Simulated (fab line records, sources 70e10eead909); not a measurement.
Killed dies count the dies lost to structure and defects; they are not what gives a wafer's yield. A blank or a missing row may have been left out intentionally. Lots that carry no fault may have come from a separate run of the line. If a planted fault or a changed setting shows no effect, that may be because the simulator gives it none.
fab line records | flow nand_harc
[record] lots = 6 wafers = 18 last_day = 23
route steps=1159 shown A_M1@1032 END@1159
lots untouched by any fault: they come from a run of this same line in which no faults occurred
start_h: the number of hours between the record's first day and the start of the first shown wafer of the lot | wait_h: how many hours have passed since the lot's step before this one | " repeats the value in the row above | L1.1+2: several wafers, shown together as one row | - no value present, or no start provided | * or withheld: withheld | < > ~ a bound
route shown NAME@n: a module of which the file shows steps, and the number in the route of the first | usual: the fault-free wafers' mean and standard deviation | same: alike in all rows | chamber/n: place in a boat | sites: readings site by site | _std_site: how widely they spread, as a standard deviation | _edge_site: the outer-site mean with the inner-site mean subtracted | radius_mm: for every site, how far away it sits from the centre of the wafer | mask NAME#n: copy n | behind: the tool/chamber that last shaped the wafer | hold: the reason the lot was held/the length of the hold in hours/how it ended | device: names the non-switching transistor (n, p or np) | end of line: tests run on the same wafers once the route is complete | a step given without rows: its recipe and nothing more | killed: not the wafer's yield, but the dies lost to structure and defects at the first sort | map: a wafer's dies, marking killed ones x, the rest . and places with no die _
set.NAME: the run value of the setting; set.NAME@STEP: its run value at that earlier step | model.NAME: the simulator's own value behind a step, which no gauge read
certain route steps with their lots: each step a table, each wafer a row
services: when a tool's chamber went out of use (start_h, in hours from the record's first day, below 0 if earlier), for how many hours, and the reason
[[steps]]
[step NHARC_A_M1_EBR_05]
[step NHARC_A_M1_EXPOSE_06]
[recipe] na = 1.35 target_cd_nm = 120 dose_mj = 75.13 mask_id = A_M1
[step NHARC_A_M1_PEB_07]
[recipe] peb_temp_c = 100 peb_time_s = 65
[step NHARC_A_M1_DEVELOP_08]
[recipe] develop_time_s = 35 dev_temp_c = 23
[step NHARC_A_M1_CD_MEAS_09]
[recipe] target_cd_nm = 120 landing_energy_ev = 500
[usual] cd_nm = 120.1/0.43
// columns lot.wafer tool chamber start_h wait_h cd_nm
L581.1 cd_sem-01 0 420.43 - 119.9
L581.5 " 0 " " 119.5
L581.6 " 0 " " 120.1
L583.1 cd_sem-01 0 426.04 - 120.5
L583.4 " 0 " " 119.6
L583.6 " 0 " " 120.1
L586.2 cd_sem-03 0 439.94 - 120.7
L586.4 " 0 " " 120.0
L586.6 " 0 " " 120.6
L590.2 cd_sem-03 0 459.59 - 119.6
L590.3 " 0 " " 119.4
L590.4 " 0 " " 120.0
L595.4 cd_sem-03 0 478.43 - 119.9
L595.5 " 0 " " 119.7
L595.6 " 0 " " 119.9
L602.1 cd_sem-03 0 505.57 - 120.4
L602.4 " 0 " " 119.4
L602.5 " 0 " " 119.9
[step NHARC_A_M1_OVL_MEAS_10]
[recipe] pitch_nm = 240
[usual] overlay_x_nm = 0.1/0.87 overlay_y_nm = 0.1/1
// columns lot.wafer tool chamber start_h wait_h overlay_x_nm overlay_y_nm
L581.1 overlay-01 - 420.52 - 0.8 2.2
L581.5 " - " " 0.9 2.3
L581.6 " - " " 1.0 2.3
L583.1 overlay-02 - 426.12 - 0.0 -1.9
L583.4 " - " " 0.1 -1.7
L583.6 " - " " -0.3 -1.4
L586.2 overlay-02 - 440.02 - -0.4 0.1
L586.4 " - " " 0.0 0.2
L586.6 " - " " -0.2 -0.4
L590.2 overlay-01 - 459.68 - 0.0 0.5
L590.3 " - " " 0.1 0.4
L590.4 " - " " 0.1 0.1
L595.4 overlay-02 - 478.51 - 0.6 0.2
L595.5 " - " " 0.5 -0.1
L595.6 " - " " 0.4 0.3
L602.1 overlay-01 - 505.66 - 0.9 0.0
L602.4 " - " " 1.2 -0.1
L602.5 " - " " 1.4 0.4
[step NHARC_A_M1_INSPECT_11]
[usual] raw_defect_count = 29/13
// columns lot.wafer tool chamber start_h wait_h raw_defect_count
L581.1 defect_inspect-02 - 420.56 0.0 19
L581.5 " - " " 17
L581.6 " - " " 18
L583.1 defect_inspect-01 - 426.16 0.0 33
L583.4 " - " " 33
L583.6 " - " " 22
L586.2 defect_inspect-02 - 440.06 0.0 25
L586.4 " - " " 27
L586.6 " - " " 27
L590.2 defect_inspect-02 - 459.71 0.0 29
L590.3 " - " " 33
L590.4 " - " " 30
L595.4 defect_inspect-01 - 478.54 0.0 12
L595.5 " - " " 13
L595.6 " - " " 15
L602.1 defect_inspect-02 - 505.69 0.0 37
L602.4 " - " " 32
L602.5 " - " " 27
[step NHARC_A_M1_DESCUM_14]
[recipe] time_s = 3 o2_flow_sccm = 200 ar_flow_sccm = 0 bias_power_w = 0 chemistry = O2
[usual] drypump_motor_current_A = 5.7/0.31 o2_flow_sccm = 199.9/0.58 oes_product_au = 0.997/0.0082 rf_vpp_V = 57.8/0.87 showerhead_plenum_p_Torr = 1.91/0.086 throttle_valve_pct = 11.311/0.0097
// columns lot.wafer tool chamber start_h wait_h drypump_motor_current_A o2_flow_sccm oes_product_au rf_hours_counter_h rf_vpp_V showerhead_plenum_p_Torr throttle_valve_pct
L581.1 rie_diel-03 3 420.62 0.1 5.4 200.5 0.994 0 57.2 1.80 11.314
L581.6 " 3 " " 5.4 200.4 0.990 - 55.6 1.80 11.324
L581.5 " 0 " " 5.3 199.4 1.008 - 57.9 1.96 11.324
L583.1 rie_diel-03 3 426.24 0.1 5.4 200.3 0.985 1 59.1 1.80 11.316
L583.4 " 0 " " 5.3 200.0 0.995 1 59.1 1.96 11.317
L583.6 " 1 " " 6.3 199.0 0.997 - 57.2 1.78 11.326
L586.2 rie_diel-11 0 440.12 0.1 5.8 200.2 0.996 3 57.3 1.78 11.321
L586.4 " 1 " " 5.4 200.0 1.011 4 57.0 1.93 11.314
L586.6 " 1 " " 5.4 199.4 1.004 - 55.6 1.93 11.317
L590.3 rie_diel-03 3 459.78 0.1 5.4 200.4 0.994 2 57.3 1.80 11.322
L590.2 " 0 " " 5.3 199.5 0.996 2 58.6 1.95 11.295
L590.4 " 0 " " 5.3 200.8 0.982 - 59.2 1.95 11.315
L595.4 rie_diel-11 0 478.61 0.1 5.8 199.6 0.995 4 57.3 1.78 11.294
L595.6 " 3 " " 6.0 199.4 0.991 - 59.2 2.00 11.310
L595.5 " 0 " " 5.8 199.6 0.988 - 58.0 1.78 11.299
L602.1 rie_diel-03 3 505.76 0.1 5.4 199.9 0.990 3 57.6 1.80 11.297
L602.4 " 0 " " 5.3 201.3 0.995 3 59.6 1.95 11.303
L602.5 " 3 " " 5.4 199.7 0.987 - 56.4 1.80 11.301
[step NHARC_A_M1_ETCH_35]
[recipe] target_depth_a = 400 overetch_a = 120 time_s = 43.94 ion_energy_ev = 200 n2_flow_sccm = 150 h2_flow_sccm = 150 ar_flow_sccm = 0 rf_w = 400 bias_w = 150 chemistry = N2/H2
[usual] bias_w = 150.0/0.43 drypump_motor_current_A = 5.7/0.31 oes_product_au = 0.996/0.0081 rf_vpp_V = 430.5/2.8 run_length_s = 65.5/0.44 showerhead_plenum_p_Torr = 2.04/0.092 throttle_valve_pct = 14.171/0.0084
// columns lot.wafer tool chamber start_h wait_h bias_w drypump_motor_current_A oes_product_au rf_hours_counter_h rf_vpp_V run_length_s showerhead_plenum_p_Torr throttle_valve_pct
L581.1 rie_diel-03 2 420.72 0.1 149.9 5.8 1.024 0 434.6 64.9 2.14 14.187
L581.6 " 3 " " 149.8 5.4 0.999 - 426.6 65.7 1.92 14.167
L581.5 " 0 " " 150.6 5.3 1.014 - 431.6 65.8 2.09 14.174
L583.1 rie_diel-03 2 426.31 0.1 149.5 5.8 1.000 1 434.4 64.9 2.14 14.165
L583.4 " 1 " " 149.5 6.2 0.992 1 426.4 65.5 1.90 14.172
L583.6 " 3 " " 150.9 5.4 0.994 - 427.6 65.8 1.91 14.181
L586.2 rie_diel-11 2 440.22 0.1 150.2 5.6 0.986 3 431.3 65.9 2.05 14.171
L586.4 " 3 " " 150.1 6.0 0.988 4 433.4 65.4 2.14 14.155
L586.6 " 0 " " 150.2 5.8 0.990 - 426.8 66.2 1.90 14.164
L590.3 rie_diel-03 0 459.88 0.1 150.8 5.3 1.001 2 431.4 65.7 2.09 14.163
L590.2 " 3 " " 149.7 5.4 0.981 2 426.3 66.1 1.91 14.165
L590.4 " 1 " " 150.2 6.2 0.989 - 426.5 65.5 1.90 14.175
L595.4 rie_diel-11 0 478.70 0.1 149.9 5.8 0.988 4 427.7 65.6 1.89 14.176
L595.5 " 2 " " 150.5 5.6 0.995 - 431.3 65.9 2.05 14.150
L595.6 " 3 " " 149.6 6.0 0.989 - 433.7 65.3 2.14 14.175
L602.4 rie_diel-03 0 505.89 0.1 149.0 5.3 0.987 3 432.6 65.8 2.08 14.160
L602.1 " 1 " " 149.7 6.3 0.998 3 427.8 65.9 1.90 14.171
L602.5 " 1 " " 149.8 6.3 1.005 - 427.4 65.5 1.90 14.168
[step NHARC_A_M1_ETCH_15]
[recipe] target_depth_a = 1825 time_s = 91.2 c4f8_flow_sccm = withheld ar_flow_sccm = 400 rf_w = 600 bias_w = 300 chemistry = C4F8/Ar
[usual] bias_w = 300.0/0.99 oes_product_au = 0.944/0.023 rf_vpp_V = 440.7/2.8 run_length_s = 112.8/0.45
// columns lot.wafer tool chamber start_h wait_h bias_w oes_product_au rf_hours_counter_h rf_vpp_V run_length_s
L581.1 rie_diel-03 3 - - 300.1 0.962 0 438.7 113.2
L581.5 " 3 " " 300.8 0.955 - 438.6 113.1
L581.6 " 0 " " 300.1 0.972 - 442.8 113.6
L583.4 rie_diel-03 0 - - 300.0 0.929 1 442.9 113.2
L583.1 " 2 " " 299.6 0.932 1 442.4 112.0
L583.6 " 0 " " 301.4 0.926 - 442.7 113.2
L586.2 rie_diel-11 3 - - 300.1 0.968 4 443.0 112.8
L586.4 " 2 " " 301.6 0.965 3 441.0 113.0
L586.6 " 0 " " 298.5 0.944 - 437.5 113.0
L590.3 rie_diel-03 3 - - 300.5 0.924 2 437.8 113.1
L590.2 " 0 " " 298.9 0.917 2 441.5 113.1
L590.4 " 3 " " 300.4 0.921 - 437.4 113.4
L595.4 rie_diel-11 0 - - 299.6 0.940 4 437.8 112.8
L595.6 " 2 " " 300.6 0.976 - 440.3 113.4
L595.5 " 3 " " 300.5 0.951 - 444.0 112.5
L602.1 rie_diel-03 1 - - 298.5 0.931 3 437.6 112.5
L602.4 " 0 " " 299.6 0.925 3 443.0 113.1
L602.5 " 1 " " 301.4 0.910 - 436.7 112.7
[step NHARC_A_M1_CD_MEAS_16]
[usual] cd_nm = 120.1/0.57
// columns lot.wafer tool chamber start_h wait_h cd_nm
L581.1 cd_sem-02 - 420.92 - 119.7
L581.5 " - " " 120.3
L581.6 " - " " 119.5
L583.1 cd_sem-03 - 426.53 - 119.4
L583.4 " - " " 119.8
L583.6 " - " " 120.0
L586.2 cd_sem-01 - 440.43 - 120.0
L586.4 " - " " 119.7
L586.6 " - " " 120.3
L590.2 cd_sem-01 - 460.13 - 119.8
L590.3 " - " " 119.7
L590.4 " - " " 120.7
L595.4 cd_sem-02 - 478.92 - 119.9
L595.5 " - " " 119.9
L595.6 " - " " 120.5
L602.1 cd_sem-02 - 506.11 - 120.2
L602.4 " - " " 119.9
L602.5 " - " " 120.0
[step NHARC_A_M1_STRIP_18]
[recipe] power_w = 1000 n2_flow_sccm = 150 h2_flow_sccm = 150 ar_flow_sccm = 0 bias_w = 0 chemistry = N2/H2
[usual] drypump_motor_current_A = 5.7/0.36 oes_product_au = 0.997/0.008 rf_vpp_V = 90.6/0.98 showerhead_plenum_p_Torr = 2.05/0.094 throttle_valve_pct = 14.172/0.0088
[same] bias_w = 0
// columns lot.wafer tool chamber start_h wait_h drypump_motor_current_A oes_product_au rf_hours_counter_h rf_vpp_V showerhead_plenum_p_Torr throttle_valve_pct
L581.1 rie_diel-03 2 421.07 0.1 5.8 1.013 0 92.5 2.14 14.183
L581.5 " 3 " " 5.4 0.992 - 89.2 1.91 14.171
L581.6 " 0 " " 5.3 0.993 - 90.3 2.09 14.164
L583.1 rie_diel-05 2 426.61 0.1 5.2 0.998 6 93.9 2.17 14.173
L583.4 " 1 " " 6.2 1.004 6 90.9 2.03 14.172
L583.6 " 2 " " 5.2 1.004 - 90.5 2.17 14.184
L586.4 rie_diel-05 2 440.53 0.1 5.2 0.998 7 91.4 2.17 14.185
L586.2 " 3 " " 6.1 1.008 4 90.5 2.17 14.173
L586.6 " 2 " " 5.2 0.992 - 91.7 2.17 14.168
L590.3 rie_diel-05 0 460.20 0.1 5.7 1.000 9 90.7 2.00 14.178
L590.4 " 1 " " 6.2 1.000 9 89.9 2.03 14.175
L590.2 " 2 " " 5.2 1.002 10 89.6 2.17 14.167
L595.4 rie_diel-03 0 479.03 0.1 5.3 0.993 2 91.4 2.08 14.173
L595.5 " 2 " " 5.8 1.009 - 90.6 2.14 14.171
L595.6 " 3 " " 5.4 0.993 - 90.7 1.91 14.168
L602.1 rie_diel-11 2 506.22 0.1 5.6 1.003 8 91.3 2.05 14.161
L602.5 " 0 " " 5.8 0.992 - 90.4 1.89 14.182
L602.4 " 3 " " 6.0 0.990 - 90.7 2.13 14.174
[step NHARC_A_M1_ETCH_28]
[recipe] target_depth_a = 300 over_etch_frac = 0.3 time_s = 72.99 ion_energy_ev = 150 cf4_flow_sccm = 50 n2_flow_sccm = 100 ar_flow_sccm = 150 rf_w = 300 bias_w = 100 chemistry = CF4/N2
[usual] bias_w = 99.97/0.28 drypump_motor_current_A = 5.8/0.37 oes_product_au = 0.996/0.0074 rf_vpp_V = 314.4/2.1 run_length_s = 94.6/0.4 showerhead_plenum_p_Torr = 2.64/0.11 throttle_valve_pct = 19.795/0.0085
// columns lot.wafer tool chamber start_h wait_h bias_w drypump_motor_current_A oes_product_au rf_hours_counter_h rf_vpp_V run_length_s showerhead_plenum_p_Torr throttle_valve_pct
L581.1 rie_diel-03 3 421.26 - 100.10 5.4 0.974 1 312.6 94.8 2.48 19.795
L581.5 " 0 " " 99.55 5.3 0.995 - 314.8 95.0 2.68 19.809
L581.6 " 1 " " 99.78 6.3 0.978 - 311.6 94.8 2.46 19.786
L583.1 rie_diel-05 1 426.85 - 99.72 6.2 0.998 6 313.8 95.0 2.62 19.781
L583.4 " 3 " " 100.31 6.1 0.994 3 316.8 94.5 2.79 19.794
L583.6 " 1 " " 99.57 6.2 0.994 - 314.0 94.8 2.62 19.805
L586.4 rie_diel-05 1 440.75 - - 6.2 0.992 7 312.1 75.9 2.62 19.792
L586.2 " 2 " " - 5.3 0.988 7 316.4 75.3 2.78 19.793
L586.6 " 0 " " 99.76 5.6 1.001 - 312.1 94.3 2.57 19.789
L590.2 rie_diel-05 3 460.48 - - 6.1 1.006 7 316.6 75.8 2.78 19.785
L590.3 " 0 " " 99.69 5.7 0.999 9 314.3 94.0 2.57 19.796
L590.4 " 1 " " - 6.2 0.994 9 314.6 75.9 2.61 19.777
L595.4 rie_diel-03 2 479.25 - 99.85 5.8 1.012 2 316.4 93.9 2.74 19.798
L595.5 " 3 " " 99.88 5.4 0.994 - 313.1 95.0 2.48 19.809
L595.6 " 0 " " 100.16 5.3 0.996 - 314.0 95.0 2.68 19.795
L602.1 rie_diel-11 0 506.48 - 100.18 5.8 1.003 6 311.4 94.6 2.45 19.796
L602.5 " 0 " " 99.83 5.8 0.989 - 310.1 95.2 2.45 19.789
L602.4 " 2 " " 100.04 5.6 0.988 - 314.3 94.8 2.64 19.791
[step NHARC_A_M1_STRIP_19]
[recipe] time_s = 600 temp_c = 30 chemistry = post_etch_residue_remover
[step NHARC_END_SORT_01]
[recipe] temp_c = 25
[usual] defect_limited_yield = 95.3/1.6 killed_at_array = 28/10 killed_at_other = 0.6/0.85 killed_at_periphery = 3.3/2.3 killed_dies = 32/11 killed_open = 3.3/1.5 killed_short = 2.1/1.4 sort_bin_2_pct = 1.5/0.63 sort_bin_3_pct = 0.25/0.21 sort_bin_4_pct = 3.0/1.1 sort_n_pass = 645/11 sort_rim_yield_pct = 97.6/1.6 sort_yield_pct = 95.3/1.6
[same] gross_dies = 677 sort_bin_5_pct[%] = 0 sort_bin_6_pct[%] = 0 sort_bin_7_pct[%] = 0 sort_bin_8_pct[%] = 0 sort_rim_n_gross = 106.00
// columns lot.wafer tool chamber start_h wait_h defect_limited_yield[%] killed_at_array killed_at_other killed_at_periphery killed_dies killed_open killed_short sort_bin_2_pct[%] sort_bin_3_pct[%] sort_bin_4_pct[%] sort_n_pass sort_rim_yield_pct[%] sort_yield_pct[%]
L602.1 prober-01 0 545.45 2.5 95.4 29 0 2 31 1 2 0.9 0.15 3.5 646 99.1 95.4
L602.4 prober-01 0 547.84 3.4 93.9 32 2 7 41 7 1 2.2 0 3.8 636 93.4 93.9
L602.5 prober-01 0 548.64 3.7 95.9 25 2 1 28 3 1 1.6 0.15 2.4 649 97.2 95.9
// killed by level:class
L602.1 A_CHANNEL_HOLE_D1:chamber_film_flake=21 A_CHANNEL_FILL_D1:chamber_film_flake=2 A_STAIRCASE:chamber_film_flake=2 P_GATE:geometric_particle:short=1 A_ONON_D1:geometric_particle:open=1 A_M1:geometric_particle:short=1 P_STI:chamber_film_flake=1 A_ZERO_WELL:chamber_film_flake=1
L602.4 A_CHANNEL_HOLE_D1:chamber_film_flake=25 P_M0:geometric_particle:open=3 P_ZERO_WELL:chamber_film_flake=2 A_WL_FILL:geometric_particle:open=1 A_CONTACT:geometric_particle:short=1 A_M0:geometric_particle:open=1 A_M1:geometric_particle:open=1 P_GATE:chamber_film_flake=1
L602.5 A_CHANNEL_HOLE_D1:chamber_film_flake=14 A_CONTACT:chamber_film_flake=4 A_STAIRCASE:chamber_film_flake=3 THIN_TSV:chamber_film_flake=2 P_M0:geometric_particle:open=1 A_SGD_CUT:geometric_particle:open=1 A_WL_FILL:geometric_particle:short=1 A_M0:geometric_particle:open=1
[[services]]
// columns tool chamber start_h hours kind
rie_diel-03 0 401.30 - clean
rie_diel-03 1 401.30 - clean
rie_diel-03 2 401.30 - clean
rie_diel-03 3 401.30 - clean
rie_diel-05 3 407.64 9.1 repair
rie_diel-03 - 416.13 0.2 repair
rie_diel-11 0 418.15 8.5 repair
rie_diel-03 0 425.80 - clean
rie_diel-03 1 425.80 - clean
rie_diel-03 2 425.80 - clean
rie_diel-03 3 425.80 - clean
rie_diel-03 0 450.30 - clean
rie_diel-03 1 450.30 - clean
rie_diel-03 2 450.30 - clean
rie_diel-03 3 450.30 - clean
rie_diel-11 0 450.68 25.0 repair
rie_diel-03 2 459.77 7.3 repair
rie_diel-03 1 471.18 3.0 repair
rie_diel-03 0 474.80 - clean
rie_diel-03 1 474.80 - clean
rie_diel-03 2 474.80 - clean
rie_diel-03 3 474.80 - clean
rie_diel-11 1 497.82 10.7 repair
rie_diel-03 0 499.30 - clean
[[key]]
[first_sign] step = NHARC_A_M1_ETCH_28 reading = run_length_s direction = down sigmas = 47 usual = * struck = *
effect none on later readings
met_at NHARC_A_M1_ETCH_28
struck_wafers L586.2,L586.4,L590.2,L590.4
sort_left_out L590.2,L590.4
onset_between 426.85 440.75
[fault] kind = process_parameter_drift tool = rie_diel-05 chamber = - onset_h = 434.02 steps = NHARC_A_M1_ETCH_28 channel = time_s offset = * shape = step end_h = 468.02 scope = struck_wafers_only acts_in = * stated = *
// sort_left_out: the simulated sort isn't trusted on such a fault, so these wafers' sort isn't shown, and their yield isn't known
